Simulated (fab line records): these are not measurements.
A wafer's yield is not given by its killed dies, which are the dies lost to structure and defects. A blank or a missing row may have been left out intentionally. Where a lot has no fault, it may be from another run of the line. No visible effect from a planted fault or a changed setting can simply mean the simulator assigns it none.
fab line records + flow n5-finfet
record
- lots=13
- wafers=38
- last-day=18
route steps=1938 shown ILD0@335 SDB@348 PASSIVATION@1936
lots untouched by any fault: they come from a run of this same line in which no faults occurred
start-h: the number of hours between the record's first day and the start of the first shown wafer of the lot + wait-h: how many hours have passed since the lot's step before this one + " the same as in the row above + L1.1+2: a single row standing in for several wafers + - no value, or no start was given + * or withheld: withheld + < > ~ a bound
route shown NAME@n: names a module that has steps shown in the file, with the first one's number in the route + usual: mean and standard deviation over wafers with no fault + same: alike in all rows + chamber/n: place in a boat + sites: readings site by site + _std_site: how widely they spread, as a standard deviation + _edge_site: mean of outer sites minus mean of inner sites + radius-mm: for every site, how far away it sits from the centre of the wafer + mask NAME#n: copy n + behind: the tool/chamber that last shaped the wafer + hold: why the lot went on hold/how many hours it stayed there/how the hold came to an end + device: which transistor (n, p or np) failed to switch + end of line: tests of these same wafers at the route's end + a step with no rows: only its recipe + killed: at the first sort, the dies lost to defects and structure; wafer yield is something else + map: per-die view of a wafer (x killed, . not killed, _ where there is no die)
set.NAME: setting as actually run; set.NAME@STEP: the setting as run at that earlier step + model.NAME: the simulator's own value behind a step, which no gauge read
one table for each step of the route and one row for each wafer, over a sample of lots
services: from which hour (start-h, from the record's first day; less than 0 if before it) a tool's chamber was out of use, for how many hours, and why
## steps
# step N5_ILD0_LINER_00
# recipe
- material=SiNx
- target-thk-a=40
- temp-c=400
- ald-precursor-family=SiH2I2
- ald-co-reactant=N2/H2-plasma
- pulse-time-s=1
- purge-time-s=2
- co-reactant-purge-time-s=2
- ald-cycles=80
- pressure-torr=2
# usual
- heater-power-w=832/49
- precursor-pulse-height-rel=1.000/0.019
| lot.wafer | tool       | chamber | start-h | wait-h | heater-power-w | precursor-pulse-height-rel |
|-----------|------------|---------|---------|--------|----------------|----------------------------|
| L623.2    | ald-sin-04 | 2       | 59.97   | 0.0    | 772            | 0.974                      |
| L623.3    | "          | 1       | "       | "      | 769            | 0.990                      |
| L623.5    | "          | 0       | "       | "      | 847            | 1.023                      |
| L626.3    | ald-sin-02 | 1       | 77.56   | 0.0    | 882            | 0.973                      |
| L626.4    | "          | 3       | "       | "      | 896            | 1.003                      |
| L626.5    | "          | 3       | "       | "      | 903            | 0.994                      |
| L628.1    | ald-sin-01 | 3       | 89.01   | 0.8    | 869            | 0.968                      |
| L628.6    | "          | 0       | "       | "      | 865            | 0.988                      |
| L631.2    | ald-sin-02 | 0       | 111.06  | 0.0    | 780            | 1.006                      |
| L631.4    | "          | 2       | "       | "      | 777            | 1.026                      |
| L631.5    | "          | 1       | "       | "      | 884            | 0.998                      |
| L632.2    | ald-sin-02 | 1       | 113.77  | 0.0    | 874            | 1.026                      |
| L632.3    | "          | 2       | "       | "      | 762            | 0.974                      |
| L632.4    | "          | 3       | "       | "      | 882            | 1.010                      |
| L633.4    | ald-sin-04 | 0       | 124.23  | 0.2    | 796            | 0.984                      |
| L633.5    | "          | 2       | "       | "      | 771            | 0.994                      |
| L633.6    | "          | 3       | "       | "      | 870            | 0.989                      |
| L634.3    | ald-sin-01 | 1       | 124.38  | 0.0    | 846            | 1.000                      |
| L634.4    | "          | 0       | "       | "      | 890            | 0.996                      |
| L634.5    | "          | 2       | "       | "      | 803            | 1.009                      |
| L636.3    | ald-sin-04 | 0       | 137.70  | 0.0    | 816            | 1.005                      |
| L636.4    | "          | 3       | "       | "      | 877            | 0.985                      |
| L636.6    | "          | 2       | "       | "      | 752            | 1.024                      |
| L637.1    | ald-sin-04 | 0       | 142.38  | 0.0    | 818            | 0.987                      |
| L637.3    | "          | 2       | "       | "      | 755            | 1.038                      |
| L637.4    | "          | 2       | "       | "      | 754            | 0.992                      |
| L638.1    | ald-sin-04 | 3       | 148.62  | 0.0    | 837            | 0.983                      |
| L638.2    | "          | 2       | "       | "      | 773            | 1.019                      |
| L638.6    | "          | 2       | "       | "      | 775            | 1.008                      |
| L643.1    | ald-sin-01 | 3       | 178.81  | 0.0    | 884            | 1.001                      |
| L643.3    | "          | 2       | "       | "      | 807            | 0.993                      |
| L643.5    | "          | 3       | "       | "      | 881            | 1.028                      |
| L644.4    | ald-sin-02 | 0       | 189.42  | 0.0    | 804            | 1.022                      |
| L644.5    | "          | 0       | "       | "      | 778            | 0.978                      |
| L644.6    | "          | 3       | "       | "      | 901            | 1.012                      |
| L646.2    | ald-sin-04 | 0       | 200.35  | 0.3    | 825            | 0.997                      |
| L646.3    | "          | 2       | "       | "      | 758            | 1.007                      |
| L646.5    | "          | 0       | "       | "      | 798            | 1.022                      |
# step N5_ILD0_THK_MEAS_13
# usual
- thk-nm=17.9/1.4
| lot.wafer | tool          | chamber | start-h | wait-h | thk-nm |
|-----------|---------------|---------|---------|--------|--------|
| L623.2    | film-metro-01 | -       | 66.39   | -      | 20.0   |
| L623.3    | "             | -       | "       | "      | 19.9   |
| L623.5    | "             | -       | "       | "      | 18.3   |
| L626.3    | film-metro-01 | -       | 83.78   | -      | 18.9   |
| L626.4    | "             | -       | "       | "      | 18.8   |
| L626.5    | "             | -       | "       | "      | 18.8   |
| L628.1    | film-metro-01 | -       | 95.21   | -      | 18.0   |
| L628.6    | "             | -       | "       | "      | 17.3   |
| L631.2    | film-metro-01 | -       | 117.55  | -      | 15.8   |
| L631.4    | "             | -       | "       | "      | 17.4   |
| L631.5    | "             | -       | "       | "      | 16.8   |
| L632.2    | film-metro-01 | -       | 120.63  | -      | 18.0   |
| L632.3    | "             | -       | "       | "      | 19.4   |
| L632.4    | "             | -       | "       | "      | 15.5   |
| L633.4    | film-metro-01 | -       | 130.23  | -      | 17.0   |
| L633.5    | "             | -       | "       | "      | 15.4   |
| L633.6    | "             | -       | "       | "      | 17.4   |
| L634.3    | film-metro-01 | -       | 130.81  | -      | 17.8   |
| L634.4    | "             | -       | "       | "      | 16.4   |
| L634.5    | "             | -       | "       | "      | 18.7   |
| L636.3    | film-metro-01 | -       | 144.51  | -      | 18.1   |
| L636.4    | "             | -       | "       | "      | 17.1   |
| L636.6    | "             | -       | "       | "      | 17.3   |
| L637.1    | film-metro-02 | -       | 148.57  | -      | 17.7   |
| L637.3    | "             | -       | "       | "      | 19.3   |
| L637.4    | "             | -       | "       | "      | 19.8   |
| L638.1    | film-metro-02 | -       | 154.96  | -      | 20.2   |
| L638.2    | "             | -       | "       | "      | 14.5   |
| L638.6    | "             | -       | "       | "      | 19.4   |
| L643.1    | film-metro-02 | -       | 185.46  | -      | 17.7   |
| L643.3    | "             | -       | "       | "      | 19.4   |
| L643.5    | "             | -       | "       | "      | 19.2   |
| L644.4    | film-metro-01 | -       | 195.99  | -      | 17.4   |
| L644.5    | "             | -       | "       | "      | 16.7   |
| L644.6    | "             | -       | "       | "      | 18.3   |
| L646.2    | film-metro-01 | -       | 207.77  | -      | 17.4   |
| L646.3    | "             | -       | "       | "      | 19.7   |
| L646.5    | "             | -       | "       | "      | 18.1   |
# step N5_SDB_COAT_03
# recipe
- resist=SOC
- temp-c=250
- time-s=60
- spin-rpm=1500
- resist-thk-nm=100
# usual
- chill-plate-temp-C=23.00/0.12
- heater-power-total-W=500.3/1.8
- plate-temp-C=250.01/0.17
| lot.wafer | tool           | chamber | start-h | wait-h | chill-plate-temp-C | heater-power-total-W | plate-temp-C |
|-----------|----------------|---------|---------|--------|--------------------|----------------------|--------------|
| L623.2    | litho-track-05 | 0       | 66.53   | 0.1    | 22.86              | 502.3                | 250.09       |
| L623.3    | "              | 0       | "       | "      | 22.78              | 501.2                | 250.19       |
| L623.5    | "              | 0       | "       | "      | 22.98              | 501.7                | 250.08       |
| L626.3    | litho-track-05 | 0       | 83.93   | 0.1    | 22.88              | 502.8                | 250.08       |
| L626.4    | "              | 0       | "       | "      | 23.05              | 497.4                | 250.01       |
| L626.5    | "              | 0       | "       | "      | 23.00              | 500.7                | 249.84       |
| L628.1    | litho-track-04 | 0       | 95.35   | 0.1    | 22.96              | 500.3                | 250.03       |
| L628.6    | "              | 0       | "       | "      | 22.98              | 497.6                | 250.03       |
| L631.2    | litho-track-01 | 0       | 117.70  | 0.1    | 23.18              | 499.0                | 250.00       |
| L631.4    | "              | 0       | "       | "      | 23.01              | 498.4                | 249.69       |
| L631.5    | "              | 0       | "       | "      | 23.11              | 499.1                | 249.81       |
| L632.2    | litho-track-05 | 0       | 120.79  | 0.1    | 23.12              | 500.7                | 250.05       |
| L632.3    | "              | 0       | "       | "      | 23.12              | 497.4                | 250.32       |
| L632.4    | "              | 0       | "       | "      | 23.03              | 502.1                | 249.91       |
| L633.4    | litho-track-05 | 0       | 130.37  | 0.0    | 23.07              | 497.8                | 250.03       |
| L633.5    | "              | 0       | "       | "      | 23.00              | 500.2                | 250.36       |
| L633.6    | "              | 0       | "       | "      | 23.01              | 500.6                | 250.05       |
| L634.3    | litho-track-04 | 0       | 130.95  | 0.1    | 22.95              | 500.6                | 250.07       |
| L634.4    | "              | 0       | "       | "      | 22.92              | 503.2                | 250.31       |
| L634.5    | "              | 0       | "       | "      | 22.79              | 498.7                | 249.95       |
| L636.3    | litho-track-01 | 0       | 144.66  | 0.1    | 23.04              | 501.1                | 250.04       |
| L636.4    | "              | 0       | "       | "      | 23.10              | 500.5                | 249.91       |
| L636.6    | "              | 0       | "       | "      | 23.09              | 501.7                | 250.19       |
| L637.1    | litho-track-01 | 0       | 148.72  | 0.1    | 23.23              | 499.6                | 249.89       |
| L637.3    | "              | 0       | "       | "      | 23.31              | 497.5                | 249.90       |
| L637.4    | "              | 0       | "       | "      | 23.26              | 499.1                | 249.98       |
| L638.1    | litho-track-01 | 0       | 155.11  | 0.1    | 22.95              | 502.4                | 249.99       |
| L638.2    | "              | 0       | "       | "      | 22.96              | 499.9                | 249.98       |
| L638.6    | "              | 0       | "       | "      | 23.03              | 503.1                | 249.85       |
| L643.1    | litho-track-05 | 0       | 185.60  | 0.1    | 22.95              | 521.9                | 259.68       |
| L643.3    | "              | 0       | "       | "      | 22.87              | 522.6                | 260.01       |
| L643.5    | "              | 0       | "       | "      | 22.92              | 526.0                | 260.05       |
| L644.4    | litho-track-05 | 0       | 196.14  | 0.0    | 22.78              | 526.8                | 259.72       |
| L644.5    | "              | 0       | "       | "      | 22.68              | 525.2                | 259.75       |
| L644.6    | "              | 0       | "       | "      | 22.85              | 527.0                | 259.96       |
| L646.2    | litho-track-01 | 0       | 207.91  | 0.1    | 22.83              | 497.6                | 250.31       |
| L646.3    | "              | 0       | "       | "      | 23.03              | 500.6                | 249.96       |
| L646.5    | "              | 0       | "       | "      | 22.92              | 498.4                | 249.85       |
# step N5_SDB_INSPECT_13
# recipe
- mode=adi
- inspect-instrument=brightfield
# usual
- raw-defect-count=69/30
| lot.wafer | tool              | chamber | start-h | wait-h | raw-defect-count |
|-----------|-------------------|---------|---------|--------|------------------|
| L623.2    | defect-inspect-01 | -       | 66.83   | 0.0    | 40               |
| L623.3    | "                 | -       | "       | "      | 55               |
| L623.5    | "                 | -       | "       | "      | 36               |
| L626.3    | defect-inspect-02 | -       | 84.35   | 0.0    | 52               |
| L626.4    | "                 | -       | "       | "      | 42               |
| L626.5    | "                 | -       | "       | "      | 34               |
| L628.1    | defect-inspect-01 | -       | 95.77   | 0.0    | 74               |
| L628.6    | "                 | -       | "       | "      | 107              |
| L631.2    | defect-inspect-01 | -       | 117.99  | 0.0    | 50               |
| L631.4    | "                 | -       | "       | "      | 44               |
| L631.5    | "                 | -       | "       | "      | 77               |
| L632.2    | defect-inspect-02 | -       | 121.21  | 0.0    | 90               |
| L632.3    | "                 | -       | "       | "      | 59               |
| L632.4    | "                 | -       | "       | "      | 90               |
| L633.4    | defect-inspect-02 | -       | 130.68  | 0.0    | 70               |
| L633.5    | "                 | -       | "       | "      | 42               |
| L633.6    | "                 | -       | "       | "      | 61               |
| L634.3    | defect-inspect-01 | -       | 131.25  | 0.0    | 37               |
| L634.4    | "                 | -       | "       | "      | 85               |
| L634.5    | "                 | -       | "       | "      | 69               |
| L636.3    | defect-inspect-02 | -       | 144.95  | 0.0    | 172              |
| L636.4    | "                 | -       | "       | "      | 70               |
| L636.6    | "                 | -       | "       | "      | 50               |
| L637.1    | defect-inspect-02 | -       | 149.02  | 0.0    | 75               |
| L637.3    | "                 | -       | "       | "      | 38               |
| L637.4    | "                 | -       | "       | "      | 28               |
| L638.1    | defect-inspect-01 | -       | 155.42  | 0.0    | 48               |
| L638.2    | "                 | -       | "       | "      | 47               |
| L638.6    | "                 | -       | "       | "      | 39               |
| L643.1    | defect-inspect-02 | -       | 185.90  | 0.0    | 29               |
| L643.3    | "                 | -       | "       | "      | 54               |
| L643.5    | "                 | -       | "       | "      | 69               |
| L644.4    | defect-inspect-01 | -       | 196.56  | 0.0    | 95               |
| L644.5    | "                 | -       | "       | "      | 155              |
| L644.6    | "                 | -       | "       | "      | 72               |
| L646.2    | defect-inspect-02 | -       | 208.21  | 0.0    | 46               |
| L646.3    | "                 | -       | "       | "      | 41               |
| L646.5    | "                 | -       | "       | "      | 25               |
# step N5_PASSIVATION_PROBE_49
# usual
- killed_at_M0_to_M3=34/11
- killed_at_M4_up=14/5.6
- killed-at-contacts=13/5.9
- killed-at-front-end=40/11
- killed-at-other=4/3.1
- killed-dies=105/16
- killed-open=68/11
- killed-short=34/8.4
# same
- gross-dies=1180
- killed-at-back-side=0
| lot.wafer | tool      | chamber | start-h | wait-h | killed_at_M0_to_M3 | killed_at_M4_up | killed-at-contacts | killed-at-front-end | killed-at-other | killed-dies | killed-open | killed-short |
|-----------|-----------|---------|---------|--------|--------------------|-----------------|--------------------|---------------------|-----------------|-------------|-------------|--------------|
| L636.4    | prober-01 | -       | 389.40  | 0.2    | 38                 | 15              | 12                 | 29                  | 6               | 100         | 69          | 31           |
# killed by level:class
L636.4 MOL_CONTACT_COAG:geometric-particle:open=12 BEOL_M0_SAQP:geometric-particle:short=9 DUMMY_GATE:geometric-particle:open=8 BEOL_M0_SAQP:geometric-particle:open=8 BEOL_M0:geometric-particle:open=6 BEOL_M4:geometric-particle:open=6 FIN_SAQP:geometric-particle:short=5 BEOL_M1:geometric-particle:open=4
## services
| tool           | chamber | start-h | hours | kind                      |
|----------------|---------|---------|-------|---------------------------|
| ald-sin-04     | -       | 85.25   | 14.0  | pm                        |
| ald-sin-04     | 0       | 85.25   | 14.0  | vent-cycle                |
| ald-sin-04     | 1       | 85.25   | 14.0  | vent-cycle                |
| ald-sin-04     | 2       | 85.25   | 14.0  | vent-cycle                |
| ald-sin-04     | 3       | 85.25   | 14.0  | vent-cycle                |
| ald-sin-02     | 0       | 95.73   | 15.3  | repair                    |
| ald-sin-04     | 0       | 99.25   | -     | clean                     |
| ald-sin-04     | 1       | 99.25   | -     | clean                     |
| ald-sin-04     | 2       | 99.25   | -     | clean                     |
| ald-sin-04     | 3       | 99.25   | -     | clean                     |
| ald-sin-01     | 2       | 133.41  | 14.0  | repair                    |
| litho-track-04 | -       | 144.97  | -     | consumable-replace:filter |
| ald-sin-04     | -       | 155.76  | 12.3  | repair                    |
## key
first-sign
- step=N5_SDB_COAT_03
- reading=plate-temp-C
- direction=up
- sigmas=58
- usual=*
- struck=*
effect
- step=N5_SDB_COAT_03
- reading=heater-power-total-W
- direction=up
- sigmas=14
- usual=*
- struck=*
met-at N5_SDB_COAT_03
struck-lots L643,L644
tester-left-out L643,L644
not-acting-at N5_ILD0_LINER_00,N5_ILD0_THK_MEAS_13,N5_SDB_INSPECT_13
onset-between 130.37 185.60
fault
- kind=process-parameter-drift
- tool=litho-track-05
- chamber=-
- onset-h=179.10
- steps=N5_SDB_COAT_03
- channel=temp-c
- offset=*
- shape=step
- end-h=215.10
- acts-in=*
- stated=*
# tester-left-out: of these lots the tester's yield and bins aren't shown, on N5 and GAA mostly nor the transistor test; their killed dies are dies lost to structure and defects alone, not to doping, threshold or leakage, so they don't give the yield
